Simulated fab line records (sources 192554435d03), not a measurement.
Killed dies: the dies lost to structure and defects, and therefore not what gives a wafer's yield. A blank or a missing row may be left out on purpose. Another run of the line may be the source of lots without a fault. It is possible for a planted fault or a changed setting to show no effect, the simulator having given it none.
2 desks looking at one fault ; flow n5_finfet ; each desk holds nothing but its own numbers, with what lay behind them at the end

== THE METROLOGY DESK ==
Means of the sampled wafers that have a number, per lot and without regard to the tool the lot ran on: this is what the gauges read. A lot is out of limits, marked OUT, if its mean lies more than 4 standard deviations from the usual mean; the brackets give that distance.
Columns: A = PAD_OVL at N5_PASSIVATION_OVL_MEAS_63, usual -3 nm
lot;first seen here;A
L794;day 12 02:22;-7
L795;day 12 14:33;-3
L797;day 12 23:21;2
L799;day 13 06:06;-1
L800;day 13 10:08;-7
L802;day 13 21:04;-6
L801;day 13 23:53;-6
L803;day 14 21:20;9
L804;day 15 00:07;-9
L810;day 16 02:48;-1
L796;day 17 19:05;0
L816;day 19 13:07;-5
Finding of this desk: none of the 12 lots has anything out of limits.

== TOOL OWNER'S DESK, rie_diel-06 ==
The tool's own readings at N5_MOL_CONTACT_COAG_ETCH_110 (etches Si in CF4/O2, target depth 2.5 nm, time 8 s): means of the sampled wafers that have a number, for each lot that ran on this tool. A lot is out of limits, marked OUT, if its mean lies more than 4 standard deviations from the usual mean; the brackets give that distance.
Columns: A = O2_flow_sccm at N5_MOL_CONTACT_COAG_ETCH_110, usual 10.00 sccm; B = drypump_motor_current_A at N5_MOL_CONTACT_COAG_ETCH_110, usual 5.6 A; C = oes_product_au at N5_MOL_CONTACT_COAG_ETCH_110, usual 0.76 a.u.; D = rf_vpp_V at N5_MOL_CONTACT_COAG_ETCH_110, usual 126 V; E = showerhead_plenum_p_Torr at N5_MOL_CONTACT_COAG_ETCH_110, usual 2.25 Torr; F = throttle_valve_pct at N5_MOL_CONTACT_COAG_ETCH_110, usual 10.9 %
lot;first seen here;A;B;C;D;E;F
L794;day 4 19:23;9.97;5.4;0.79;122;2.28;10.9
L795;day 5 00:11;10.00;5.6;0.84;124;2.22;10.6
L799;day 5 20:44;9.99;5.5;0.78;122;2.26;10.9
L800;day 6 03:47;10.02;5.5;0.78;123;2.26;10.9
L801;day 6 10:38;10.02;5.4;0.76;125;2.28;11.0
L804;day 7 06:20;9.99;5.6;0.77;123;2.25;11.0
L796;day 9 15:38;10.00;5.4;0.75;122;2.26;11.0
L816;day 10 12:08;9.99;5.5;0.74;123;2.25;11.0
Finding of this desk: none of the 8 lots has anything out of limits.

== PUT TOGETHER ==
From the metrology desk's view, nothing was out of limits.
The desk of the tool owner found nothing out of limits.

== WHAT THE SIMULATOR HAD PUT IN ==
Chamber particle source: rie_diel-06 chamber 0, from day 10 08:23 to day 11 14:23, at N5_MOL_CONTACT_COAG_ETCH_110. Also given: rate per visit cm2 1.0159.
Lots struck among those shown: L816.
